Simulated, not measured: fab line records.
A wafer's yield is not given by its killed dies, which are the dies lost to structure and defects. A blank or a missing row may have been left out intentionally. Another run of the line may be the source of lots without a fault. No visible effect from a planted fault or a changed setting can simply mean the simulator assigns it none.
Which of the tools did it? || flow nand harc || 36 wafers from 12 lots sampled at 6 of the route's 1302 steps

## WHAT EACH GAUGE READ, for each wafer
NHARC_P_GATE_CD_MEAS_91: target cd 2000 nm. Usual: cd nm at 1999.4 nm, with a standard deviation of 2.2.
{"lot": "L723", "measured": "day 5 12:47", "on": "cd sem-03", "cd nm (nm)": "1995.3 2002.2 1998.7", "flag": ""}
{"lot": "L724", "measured": "day 6 01:44", "on": "cd sem-02", "cd nm (nm)": "2001.8 2001.5 2000.4", "flag": ""}
{"lot": "L725", "measured": "day 6 09:53", "on": "cd sem-02", "cd nm (nm)": "2002.7 2003.4 2000.0", "flag": ""}
{"lot": "L726", "measured": "day 6 19:53", "on": "cd sem-02", "cd nm (nm)": "1998.5 2001.4 2001.1", "flag": ""}
{"lot": "L727", "measured": "day 7 08:36", "on": "cd sem-02", "cd nm (nm)": "2000.5 1998.8 1999.3", "flag": ""}
{"lot": "L728", "measured": "day 7 18:19", "on": "cd sem-01", "cd nm (nm)": "2001.3 2000.1 2002.0", "flag": ""}
{"lot": "L729", "measured": "day 8 08:29", "on": "cd sem-02", "cd nm (nm)": "1998.7 1998.7 2000.3", "flag": ""}
{"lot": "L730", "measured": "day 8 15:59", "on": "cd sem-01", "cd nm (nm)": "1998.5 1997.3 2002.2", "flag": ""}
{"lot": "L731", "measured": "day 9 07:05", "on": "cd sem-03", "cd nm (nm)": "2005.4 1999.1 2002.0", "flag": ""}
{"lot": "L732", "measured": "day 9 18:10", "on": "cd sem-01", "cd nm (nm)": "1999.0 1997.3 1996.6", "flag": ""}
{"lot": "L733", "measured": "day 10 03:02", "on": "cd sem-02", "cd nm (nm)": "2001.0 2000.2 1998.8", "flag": ""}
{"lot": "L736", "measured": "day 11 23:05", "on": "cd sem-02", "cd nm (nm)": "2190.6 2190.8 2194.6 2190.7 2191.0 2194.8", "flag": "OFF"}

NHARC_END_SORT_01. Usual: value, then standard deviation, for each; defect limited yield 91 % / 3; killed at array 59 / 21; killed at other 0.8 / 1.1; killed at periphery 4.1 / 2.8; killed dies 64 / 20; killed open 3.1 / 1.7; killed short 2.4 / 1.6.
{"lot": "L729", "measured": "day 27 06:02", "on": "prober-02", "defect limited yield (%)": "90 85 85", "killed at array": "61 96 96", "killed at other": "1 1 4", "killed at periphery": "3 3 2", "killed dies": "65 100 102", "killed open": "1 3 1", "killed short": "3 0 1", "flag": ""}
{"lot": "L733", "measured": "day 28 18:43", "on": "prober-02", "defect limited yield (%)": "94 92 94", "killed at array": "33 47 42", "killed at other": "2 3 1", "killed at periphery": "5 4 1", "killed dies": "40 54 44", "killed open": "3 3 1", "killed short": "1 0 4", "flag": ""}

## WHAT TOOL EACH LOT RAN ON (gives the tool, then ch and the chambers of the sampled wafers, and finally the start)
{"lot": "L723", "NHARC_P_GATE_ALD_36": "ald sin-02 ch 2,3, day 4 20:44", "NHARC_P_GATE_DESCUM_48": "rie diel-09 ch 0,1,2, day 5 09:28", "NHARC_P_GATE_EXPOSE_88": "krf scanner-04 ch 0, day 5 12:38", "NHARC_P_GATE_STRIP_95": "plasma asher-02 ch 0,1, day 5 14:04"}
{"lot": "L724", "NHARC_P_GATE_ALD_36": "ald sin-03 ch 0,1, day 5 12:39", "NHARC_P_GATE_DESCUM_48": "rie diel-05 ch 0,1,3, day 5 22:15", "NHARC_P_GATE_EXPOSE_88": "krf scanner-01 ch 0, day 6 01:34", "NHARC_P_GATE_STRIP_95": "plasma asher-02 ch 0,1, day 6 03:00"}
{"lot": "L725", "NHARC_P_GATE_ALD_36": "ald sin-01 ch 1,2,3, day 5 20:02", "NHARC_P_GATE_DESCUM_48": "rie diel-09 ch 0,1,3, day 6 06:34", "NHARC_P_GATE_EXPOSE_88": "krf scanner-04 ch 0, day 6 09:43", "NHARC_P_GATE_STRIP_95": "plasma asher-01 ch 0,1, day 6 11:09"}
{"lot": "L726", "NHARC_P_GATE_ALD_36": "ald sin-03 ch 0,2,3, day 6 06:05", "NHARC_P_GATE_DESCUM_48": "rie diel-05 ch 0,2,3, day 6 16:41", "NHARC_P_GATE_EXPOSE_88": "krf scanner-03 ch 0, day 6 19:44", "NHARC_P_GATE_STRIP_95": "plasma asher-01 ch 0,1, day 6 21:11"}
{"lot": "L727", "NHARC_P_GATE_ALD_36": "ald sin-02 ch 0,1,3, day 6 20:06", "NHARC_P_GATE_DESCUM_48": "rie diel-05 ch 0,2, day 7 05:10", "NHARC_P_GATE_EXPOSE_88": "krf scanner-03 ch 0, day 7 08:26", "NHARC_P_GATE_STRIP_95": "plasma asher-01 ch 0, day 7 09:50"}
{"lot": "L728", "NHARC_P_GATE_ALD_36": "ald sin-01 ch 0,3, day 7 02:28", "NHARC_P_GATE_DESCUM_48": "rie diel-09 ch 0,1,2, day 7 11:58", "NHARC_P_GATE_EXPOSE_88": "krf scanner-01 ch 0, day 7 18:10", "NHARC_P_GATE_STRIP_95": "plasma asher-01 ch 0, day 7 19:34"}
{"lot": "L729", "NHARC_P_GATE_ALD_36": "ald sin-03 ch 0,1, day 7 19:31", "NHARC_P_GATE_DESCUM_48": "rie diel-05 ch 1,2,3, day 8 05:12", "NHARC_P_GATE_EXPOSE_88": "krf scanner-03 ch 0, day 8 08:20", "NHARC_P_GATE_STRIP_95": "plasma asher-01 ch 0,1, day 8 09:45"}
{"lot": "L730", "NHARC_P_GATE_ALD_36": "ald sin-02 ch 0,1, day 8 02:13", "NHARC_P_GATE_DESCUM_48": "rie diel-05 ch 1,3, day 8 12:57", "NHARC_P_GATE_EXPOSE_88": "krf scanner-03 ch 0, day 8 15:50", "NHARC_P_GATE_STRIP_95": "plasma asher-01 ch 0,1, day 8 17:14"}
{"lot": "L731", "NHARC_P_GATE_ALD_36": "ald sin-01 ch 2,3, day 8 14:55", "NHARC_P_GATE_DESCUM_48": "rie diel-09 ch 0,1,3, day 9 03:47", "NHARC_P_GATE_EXPOSE_88": "krf scanner-01 ch 0, day 9 06:56", "NHARC_P_GATE_STRIP_95": "plasma asher-02 ch 0,1, day 9 08:25"}
{"lot": "L732", "NHARC_P_GATE_ALD_36": "ald sin-03 ch 0,1,2, day 9 05:19", "NHARC_P_GATE_DESCUM_48": "rie diel-10 ch 1,2,3, day 9 14:59", "NHARC_P_GATE_EXPOSE_88": "krf scanner-03 ch 0, day 9 18:01", "NHARC_P_GATE_STRIP_95": "plasma asher-01 ch 0,1, day 9 19:26"}
{"lot": "L733", "NHARC_P_GATE_ALD_36": "ald sin-02 ch 0,1, day 9 13:08", "NHARC_P_GATE_DESCUM_48": "rie diel-10 ch 2,3, day 9 23:51", "NHARC_P_GATE_EXPOSE_88": "krf scanner-01 ch 0, day 10 02:53", "NHARC_P_GATE_STRIP_95": "plasma asher-01 ch 0,1, day 10 04:17"}
{"lot": "L736", "NHARC_P_GATE_ALD_36": "ald sin-03 ch 0,3, day 11 09:48", "NHARC_P_GATE_DESCUM_48": "rie diel-05 ch 0,1,3, day 11 19:53", "NHARC_P_GATE_EXPOSE_88": "krf scanner-01 ch 0, day 11 22:56", "NHARC_P_GATE_STRIP_95": "-"}
- NHARC_P_GATE_ALD_36: deposits SiNx, target thk 20 nm, pulse time 60 s, ald cycles 223.
- NHARC_P_GATE_DESCUM_48: chemistry O2, time 3 s.
- NHARC_P_GATE_EXPOSE_88: exposes mask P HVN, target cd 2000 nm.
- NHARC_P_GATE_STRIP_95: strips in O2.

## WHAT THE TOOLS THEMSELVES READ (means of the sampled wafers that have a number; where no wafer has one, the mark that the record gives instead)
NHARC_P_GATE_ALD_36. Usual: heater power w 864 W, standard deviation 120; precursor pulse height rel 1.002, standard deviation 0.019.
{"lot": "L723", "tool": "ald sin-02", "heater power w (W)": 950, "precursor pulse height rel": 0.999, "flag": ""}
{"lot": "L724", "tool": "ald sin-03", "heater power w (W)": 878, "precursor pulse height rel": 0.993, "flag": ""}
{"lot": "L725", "tool": "ald sin-01", "heater power w (W)": 765, "precursor pulse height rel": 0.984, "flag": ""}
{"lot": "L726", "tool": "ald sin-03", "heater power w (W)": 896, "precursor pulse height rel": 0.997, "flag": ""}
{"lot": "L727", "tool": "ald sin-02", "heater power w (W)": 972, "precursor pulse height rel": 1.016, "flag": ""}
{"lot": "L728", "tool": "ald sin-01", "heater power w (W)": 708, "precursor pulse height rel": 1.011, "flag": ""}
{"lot": "L729", "tool": "ald sin-03", "heater power w (W)": 893, "precursor pulse height rel": 1.006, "flag": ""}
{"lot": "L730", "tool": "ald sin-02", "heater power w (W)": 885, "precursor pulse height rel": 0.985, "flag": ""}
{"lot": "L731", "tool": "ald sin-01", "heater power w (W)": 686, "precursor pulse height rel": 1.015, "flag": ""}
{"lot": "L732", "tool": "ald sin-03", "heater power w (W)": 896, "precursor pulse height rel": 0.993, "flag": ""}
{"lot": "L733", "tool": "ald sin-02", "heater power w (W)": 899, "precursor pulse height rel": 1.010, "flag": ""}
{"lot": "L736", "tool": "ald sin-03", "heater power w (W)": 821, "precursor pulse height rel": 1.010, "flag": ""}

NHARC_P_GATE_DESCUM_48. Usual: drypump motor current A 5.8 A, standard deviation 0.45; oes product au 0.999 a.u., standard deviation 0.014; rf vpp V 57.9 V, standard deviation 0.92; showerhead plenum p Torr 1.96 Torr, standard deviation 0.078; throttle valve pct 11.312 %, standard deviation 0.0085.
{"lot": "L723", "tool": "rie diel-09", "drypump motor current A (A)": 5.4, "oes product au (a.u.)": 1.003, "rf vpp V (V)": 57.1, "showerhead plenum p Torr (Torr)": 2.01, "throttle valve pct (%)": 11.319, "flag": ""}
{"lot": "L724", "tool": "rie diel-05", "drypump motor current A (A)": 6.0, "oes product au (a.u.)": 0.992, "rf vpp V (V)": 58.2, "showerhead plenum p Torr (Torr)": 1.87, "throttle valve pct (%)": 11.318, "flag": ""}
{"lot": "L725", "tool": "rie diel-09", "drypump motor current A (A)": 5.8, "oes product au (a.u.)": 0.994, "rf vpp V (V)": 59.2, "showerhead plenum p Torr (Torr)": 2.03, "throttle valve pct (%)": 11.310, "flag": ""}
{"lot": "L726", "tool": "rie diel-05", "drypump motor current A (A)": 5.8, "oes product au (a.u.)": 0.997, "rf vpp V (V)": 57.5, "showerhead plenum p Torr (Torr)": 1.89, "throttle valve pct (%)": 11.302, "flag": ""}
{"lot": "L727", "tool": "rie diel-05", "drypump motor current A (A)": 5.4, "oes product au (a.u.)": 0.994, "rf vpp V (V)": 57.9, "showerhead plenum p Torr (Torr)": 1.86, "throttle valve pct (%)": 11.319, "flag": ""}
{"lot": "L728", "tool": "rie diel-09", "drypump motor current A (A)": 5.4, "oes product au (a.u.)": 1.002, "rf vpp V (V)": 57.1, "showerhead plenum p Torr (Torr)": 2.01, "throttle valve pct (%)": 11.318, "flag": ""}
{"lot": "L729", "tool": "rie diel-05", "drypump motor current A (A)": 6.1, "oes product au (a.u.)": 0.993, "rf vpp V (V)": 57.2, "showerhead plenum p Torr (Torr)": 1.93, "throttle valve pct (%)": 11.316, "flag": ""}
{"lot": "L730", "tool": "rie diel-05", "drypump motor current A (A)": 6.3, "oes product au (a.u.)": 0.989, "rf vpp V (V)": 58.8, "showerhead plenum p Torr (Torr)": 1.91, "throttle valve pct (%)": 11.317, "flag": ""}
{"lot": "L731", "tool": "rie diel-09", "drypump motor current A (A)": 5.8, "oes product au (a.u.)": 1.002, "rf vpp V (V)": 58.4, "showerhead plenum p Torr (Torr)": 2.03, "throttle valve pct (%)": 11.309, "flag": ""}
{"lot": "L732", "tool": "rie diel-10", "drypump motor current A (A)": 6.0, "oes product au (a.u.)": 0.999, "rf vpp V (V)": 58.3, "showerhead plenum p Torr (Torr)": 2.00, "throttle valve pct (%)": 11.311, "flag": ""}
{"lot": "L733", "tool": "rie diel-10", "drypump motor current A (A)": 5.6, "oes product au (a.u.)": 1.011, "rf vpp V (V)": 58.1, "showerhead plenum p Torr (Torr)": 1.97, "throttle valve pct (%)": 11.306, "flag": ""}
{"lot": "L736", "tool": "rie diel-05", "drypump motor current A (A)": 5.9, "oes product au (a.u.)": 1.006, "rf vpp V (V)": 57.4, "showerhead plenum p Torr (Torr)": 1.87, "throttle valve pct (%)": 11.310, "flag": ""}

NHARC_P_GATE_EXPOSE_88. Usual: exposure dose mJ cm2 at 11.872, with a standard deviation of 0.013.
{"lot": "L723", "tool": "krf scanner-04", "exposure dose mJ cm2": 11.873, "flag": ""}
{"lot": "L724", "tool": "krf scanner-01", "exposure dose mJ cm2": 11.866, "flag": ""}
{"lot": "L725", "tool": "krf scanner-04", "exposure dose mJ cm2": 11.864, "flag": ""}
{"lot": "L726", "tool": "krf scanner-03", "exposure dose mJ cm2": 11.858, "flag": ""}
{"lot": "L727", "tool": "krf scanner-03", "exposure dose mJ cm2": 11.876, "flag": ""}
{"lot": "L728", "tool": "krf scanner-01", "exposure dose mJ cm2": 11.864, "flag": ""}
{"lot": "L729", "tool": "krf scanner-03", "exposure dose mJ cm2": 11.866, "flag": ""}
{"lot": "L730", "tool": "krf scanner-03", "exposure dose mJ cm2": 11.885, "flag": ""}
{"lot": "L731", "tool": "krf scanner-01", "exposure dose mJ cm2": 11.860, "flag": ""}
{"lot": "L732", "tool": "krf scanner-03", "exposure dose mJ cm2": 11.893, "flag": ""}
{"lot": "L733", "tool": "krf scanner-01", "exposure dose mJ cm2": 11.869, "flag": ""}
{"lot": "L736", "tool": "krf scanner-01", "exposure dose mJ cm2": 11.878, "flag": ""}

NHARC_P_GATE_STRIP_95. Usual: drypump motor current A 5.58 A, standard deviation 0.18; heater power w 329 W, standard deviation 9.5.
{"lot": "L723", "tool": "plasma asher-02", "drypump motor current A (A)": 5.51, "heater power w (W)": 320, "flag": ""}
{"lot": "L724", "tool": "plasma asher-02", "drypump motor current A (A)": 5.51, "heater power w (W)": 323, "flag": ""}
{"lot": "L725", "tool": "plasma asher-01", "drypump motor current A (A)": 5.70, "heater power w (W)": 332, "flag": ""}
{"lot": "L726", "tool": "plasma asher-01", "drypump motor current A (A)": 5.70, "heater power w (W)": 336, "flag": ""}
{"lot": "L727", "tool": "plasma asher-01", "drypump motor current A (A)": 5.81, "heater power w (W)": 336, "flag": ""}
{"lot": "L728", "tool": "plasma asher-01", "drypump motor current A (A)": 5.80, "heater power w (W)": 338, "flag": ""}
{"lot": "L729", "tool": "plasma asher-01", "drypump motor current A (A)": 5.57, "heater power w (W)": 330, "flag": ""}
{"lot": "L730", "tool": "plasma asher-01", "drypump motor current A (A)": 5.70, "heater power w (W)": 330, "flag": ""}
{"lot": "L731", "tool": "plasma asher-02", "drypump motor current A (A)": 5.45, "heater power w (W)": 311, "flag": ""}
{"lot": "L732", "tool": "plasma asher-01", "drypump motor current A (A)": 5.68, "heater power w (W)": 334, "flag": ""}
{"lot": "L733", "tool": "plasma asher-01", "drypump motor current A (A)": 5.69, "heater power w (W)": 332, "flag": ""}

## THE ANSWER, worked out from the rows above alone
Rule: lot off if the mean of its wafers having a number is beyond 3 standard deviations from the usual mean. A lot without any number at a reading at which 4 lots or more have one is off too. The other lots that the step has rows for count as sound. First the gauges in route order, then the tools' own readings, where a lot's mean is used as printed above. The first step at which some lot is off is used, and at that step the reading that is off furthest; a lot without a number counts as furthest.
Off at NHARC_P_GATE_CD_MEAS_91 (cd nm): L736.
A tool fits if, at a process step before that reading, it ran every lot that is off, and no sound lot after the first of them. Gauges at NHARC_P_GATE_CD_MEAS_91: tried the same way as those tools. Can't be told from this: 4 tools fit, ald sin-03 at NHARC_P_GATE_ALD_36, rie diel-05 at NHARC_P_GATE_DESCUM_48, krf scanner-01 at NHARC_P_GATE_EXPOSE_88, cd sem-02 at NHARC_P_GATE_CD_MEAS_91.

## WHAT HAD BEEN PUT IN BY THE SIMULATOR
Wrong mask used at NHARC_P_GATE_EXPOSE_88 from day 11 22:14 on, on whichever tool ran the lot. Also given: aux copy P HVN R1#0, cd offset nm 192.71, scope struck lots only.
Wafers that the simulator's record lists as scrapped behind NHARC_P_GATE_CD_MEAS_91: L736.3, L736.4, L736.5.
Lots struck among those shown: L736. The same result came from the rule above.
